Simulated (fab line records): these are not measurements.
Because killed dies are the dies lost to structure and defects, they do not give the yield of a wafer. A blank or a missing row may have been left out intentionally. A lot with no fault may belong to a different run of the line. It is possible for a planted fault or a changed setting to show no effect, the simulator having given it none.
Chamber matching -- flow nandHarc -- rieDiel-02 running NHARC_A_STAIRCASE_DESCUM_186: 4 sister chambers
The step chemistry O2, time 3 s. 18 wafers are shown with their chamber, then 9 later ones without.

## EACH WAFER AND ITS CHAMBER
wafer,chamber,showerheadPlenumPTorr (Torr),rfVppV (V),oesProductAu (a.u.)
L080.1,3,1.78,56.8,1.005
L080.4,2,1.93,57.3,1.004
L080.5,3,1.78,56.7,1.003
L081.2,0,1.84,57.4,1.000
L081.3,2,1.93,58.0,0.990
L081.6,1,2.07,59.3,0.994
L084.4,2,1.93,58.1,0.999
L084.5,0,1.84,57.9,1.013
L084.6,2,1.93,58.0,1.005
L085.1,0,1.84,57.4,1.007
L085.3,0,1.84,57.3,1.012
L085.5,0,1.84,57.8,0.999
L089.2,2,1.92,58.1,0.999
L089.4,3,1.78,56.8,1.010
L089.5,3,1.78,56.8,0.998
L089.1,1,2.06,59.5,0.995
L089.3,0,1.83,56.3,1.001
L089.6,2,1.92,58.5,1.005

SIGNATURES, as means of the wafers listed above
reading,chamber 0,chamber 1,chamber 2,chamber 3,scatter within a chamber
showerheadPlenumPTorr,1.8383,2.0650,1.9267,1.7800,0.00436
rfVppV,57.350,59.400,58.000,56.775,0.414
oesProductAu,1.00533,0.99450,1.00033,1.00400,0.00558
Rule: for each reading, subtract the chamber's mean from the wafer's reading, divide by that reading's scatter and square the result; add these up over the readings and take the root, which gives the wafer's distance from the chamber. If the next closest chamber is less than 2 further off than the closest, the wafer can't be placed; otherwise it belongs to the closest. The scatter: take each reading less its chamber's mean, square it, sum over the shown wafers, divide by the number of wafers less the number of chambers, and take the root.

## WAFERS WITH NO CHAMBER GIVEN
wafer,showerheadPlenumPTorr (Torr),rfVppV (V),oesProductAu (a.u.)
L093.1,1.83,56.8,1.009
L093.2,2.06,58.1,1.014
L093.6,1.92,58.0,1.008
L094.2,1.92,57.3,1.006
L094.3,1.78,57.4,1.006
L094.6,1.92,58.0,1.005
L097.1,1.83,56.3,1.013
L097.5,1.92,58.1,1.001
L097.6,1.77,57.1,1.002

## WHICH CHAMBER EACH ONE RAN IN
wafer,from the rows above,in truth
L093.1,0,0
L093.2,1,1
L093.6,2,2
L094.2,2,2
L094.3,3,3
L094.6,2,2
L097.1,0,0
L097.5,2,2
L097.6,3,3
9 of 9 placed correctly. Left unplaced by these rows: 0. Number placed wrongly: 0.
